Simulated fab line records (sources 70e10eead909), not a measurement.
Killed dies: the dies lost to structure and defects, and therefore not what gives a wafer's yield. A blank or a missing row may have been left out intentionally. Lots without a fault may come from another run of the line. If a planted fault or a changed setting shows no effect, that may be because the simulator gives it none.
Chamber matching | flow nandHarc | NHARC_A_CONTACT_ETCH_88 on rieDiel-13 has 4 sister chambers
The step etches the open film in CF4, target depth 39 nm, time 65 s. 14 wafers are shown with their chamber, then 7 later ones without.

== WAFERS, EACH WITH ITS CHAMBER ==
wafer  | chamber | showerheadPlenumPTorr (Torr) | drypumpMotorCurrentA (A) | oesProductAu (a.u.)
L078.2 | 1       | 1.74                         | 5.2                      | 0.995
L078.3 | 2       | 1.68                         | 5.7                      | 1.003
L078.5 | 2       | 1.68                         | 5.7                      | 1.005
L077.1 | 3       | 1.82                         | 5.0                      | 1.005
L077.4 | 2       | 1.68                         | 5.7                      | 1.010
L077.5 | 3       | 1.82                         | 5.0                      | 0.997
L076.1 | 1       | 1.74                         | 5.1                      | 0.997
L076.2 | 3       | 1.82                         | 5.0                      | 0.997
L076.3 | 0       | 1.67                         | 6.5                      | 0.994
L083.2 | 2       | 1.67                         | 5.7                      | 1.006
L083.3 | 3       | 1.81                         | 5.0                      | 0.998
L083.6 | 2       | 1.67                         | 5.7                      | 1.011
L084.1 | 0       | 1.67                         | 6.4                      | 0.999
L084.4 | 3       | 1.81                         | 5.0                      | 1.011

SIGNATURES (means of the wafers above)
reading               | chamber 0 | chamber 1 | chamber 2 | chamber 3 | scatter within a chamber
showerheadPlenumPTorr | 1.6700    | 1.7400    | 1.6760    | 1.8160    | 0.0049
drypumpMotorCurrentA  | 6.450     | 5.150     | 5.700     | 5.000     | 0.0316
oesProductAu          | 0.99650   | 0.99600   | 1.00700   | 1.00160   | 0.00464
Rule: a wafer lies at a distance from a chamber equal to the root of the sum of squares, over the readings, of (its reading less the chamber's mean, divided by the reading's scatter). The wafer belongs to the nearest chamber; if the next one is less than 2 further off, it can't be placed. The scatter: take each reading less its chamber's mean, square it, sum over the shown wafers, divide by the number of wafers less the number of chambers, and take the root.

== WAFERS MISSING THEIR CHAMBER ==
wafer  | showerheadPlenumPTorr (Torr) | drypumpMotorCurrentA (A) | oesProductAu (a.u.)
L084.5 | 1.67                         | 5.7                      | 1.003
L088.3 | 1.73                         | 5.2                      | 0.996
L088.4 | 1.67                         | 5.7                      | 0.995
L088.6 | 1.81                         | 5.0                      | 0.993
L095.1 | 1.72                         | 5.2                      | 0.991
L095.4 | 1.66                         | 5.7                      | 0.989
L095.5 | 1.66                         | 5.7                      | 0.989

== CHAMBER TAKEN BY EACH ==
wafer  | from the rows above | in truth
L084.5 | 2                   | 2
L088.3 | 1                   | 1
L088.4 | 2                   | 2
L088.6 | 3                   | 3
L095.1 | 1                   | 1
L095.4 | 2                   | 2
L095.5 | 2                   | 2
Correctly placed: 7 of 7. Left unplaced by these rows: 0. 0 placed wrongly.
